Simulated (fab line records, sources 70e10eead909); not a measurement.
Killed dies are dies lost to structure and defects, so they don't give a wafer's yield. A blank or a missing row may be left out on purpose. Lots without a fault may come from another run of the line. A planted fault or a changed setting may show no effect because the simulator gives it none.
Which tool did it? | flow nand_harc | 12 lots, 36 wafers sampled, at 5 steps of a route of 1159

WHAT THE GAUGES READ, wafer by wafer
NHARC_A_CONTACT_CD_MEAS_15.
lot  | measured     | on        | cd_nm (nm)
L075 | day 17 03:28 | cd_sem-03 | 91.4 89.9 90.5
L079 | day 17 18:40 | cd_sem-02 | 90.4 89.5 89.3
L078 | day 18 08:04 | cd_sem-02 | 91.6 89.7 90.9
L080 | day 18 19:26 | cd_sem-03 | 89.0 89.2 88.9
L081 | day 19 08:29 | cd_sem-02 | 90.0 90.0 90.0
L087 | day 19 20:50 | cd_sem-02 | 92.2 89.8 90.9
L085 | day 20 13:05 | cd_sem-03 | 88.8 88.6 88.6
L089 | day 20 19:10 | cd_sem-01 | 89.9 89.9 89.3
L090 | day 21 01:27 | cd_sem-03 | 90.2 88.7 90.7
L095 | day 22 02:21 | cd_sem-02 | 90.2 89.3 90.2
L093 | day 22 12:19 | cd_sem-01 | 90.1 89.6 91.0
L097 | day 22 16:18 | cd_sem-02 | 90.0 88.6 88.9

WHICH TOOL RAN EACH LOT (tool, then ch and the chambers of the sampled wafers, then the start)
lot  | NHARC_A_CONTACT_ETCH_128             | NHARC_A_CONTACT_DESCUM_13          | NHARC_A_CONTACT_ETCH_134             | NHARC_A_CONTACT_ETCH_92
L075 | har_cap_etch-03 ch 0,1, day 16 20:01 | rie_diel-08 ch 0,1,3, day 17 01:10 | har_cap_etch-03 ch 0,1, day 17 02:09 | rie_diel-08 ch 1,2, day 17 03:15
L079 | har_cap_etch-02 ch 0,1, day 17 11:43 | rie_diel-08 ch 0,1,3, day 17 16:23 | har_cap_etch-02 ch 1, day 17 17:22   | rie_diel-08 ch 1,3, day 17 18:27
L078 | har_cap_etch-03 ch 0,1, day 17 23:20 | rie_diel-13 ch 0,1,2, day 18 05:48 | har_cap_etch-03 ch 0,1, day 18 06:47 | rie_diel-08 ch 0,1,2, day 18 07:53
L080 | har_cap_etch-01 ch 0,1, day 18 11:26 | rie_diel-08 ch 0,1,3, day 18 16:59 | har_cap_etch-03 ch 0,1, day 18 18:08 | rie_diel-08 ch 0,1,3, day 18 19:13
L081 | har_cap_etch-03 ch 0,1, day 19 00:47 | rie_diel-13 ch 0,2,3, day 19 05:49 | har_cap_etch-01 ch 0,1, day 19 06:56 | rie_diel-08 ch 0,1,3, day 19 08:15
L087 | har_cap_etch-02 ch 0,1, day 19 10:58 | rie_diel-08 ch 0,3, day 19 18:05   | har_cap_etch-01 ch 0,1, day 19 19:17 | rie_diel-08 ch 0,2,3, day 19 20:40
L085 | har_cap_etch-03 ch 0,1, day 20 03:48 | rie_diel-07 ch 1,3, day 20 10:25   | har_cap_etch-03 ch 0,1, day 20 11:46 | rie_diel-13 ch 1,2,3, day 20 12:53
L089 | har_cap_etch-02 ch 0,1, day 20 08:55 | rie_diel-07 ch 0,1,3, day 20 15:02 | har_cap_etch-01 ch 0,1, day 20 17:46 | rie_diel-13 ch 0,1, day 20 18:55
L090 | har_cap_etch-03 ch 1, day 20 17:26   | rie_diel-13 ch 0,1, day 20 22:37   | har_cap_etch-01 ch 0,1, day 21 00:08 | rie_diel-07 ch 0,1,2, day 21 01:15
L095 | har_cap_etch-01 ch 0,1, day 21 19:14 | rie_diel-13 ch 1,2,3, day 22 00:03 | har_cap_etch-03 ch 0,1, day 22 01:01 | rie_diel-07 ch 1,2,3, day 22 02:07
L093 | har_cap_etch-03 ch 0,1, day 22 03:24 | rie_diel-08 ch 2,3, day 22 09:35   | har_cap_etch-02 ch 0,1, day 22 11:01 | rie_diel-08 ch 0,1,3, day 22 12:06
L097 | har_cap_etch-03 ch 0,1, day 22 09:14 | rie_diel-07 ch 0,1,3, day 22 13:59 | har_cap_etch-01 ch 0,1, day 22 15:02 | rie_diel-08 ch 1,2,3, day 22 16:04
- NHARC_A_CONTACT_ETCH_128: etches the open film in C4F8/O2/Ar, time 155 s, target depth 956 nm.
- NHARC_A_CONTACT_DESCUM_13: chemistry O2, time 3 s.
- NHARC_A_CONTACT_ETCH_134: etches the open film in C4F8/O2/Ar, time 140 s, target depth 700 nm.
- NHARC_A_CONTACT_ETCH_92: etches the open film in CH3F/O2, target depth 40 nm, time 85.7 s.

THE ANSWER, worked out from the rows above alone
Rule: what is usual is taken from the lots themselves. Put in order of their means at a reading, lots are off if they are a third of the lots or fewer, leave a main group of 4 or more, and stand apart from it by a gap of 3 or more times the standard deviation of the main group's means; of several such gaps the widest counts. A main group whose means are all the same, to the digits that the tables above print for the reading, isn't used. A lot without any number at a reading at which 4 lots or more have one is off too. The other lots that the step has rows for count as sound.
No lot is off at any reading shown: from this, nothing can be told.

WHAT THE SIMULATOR HAD PUT IN
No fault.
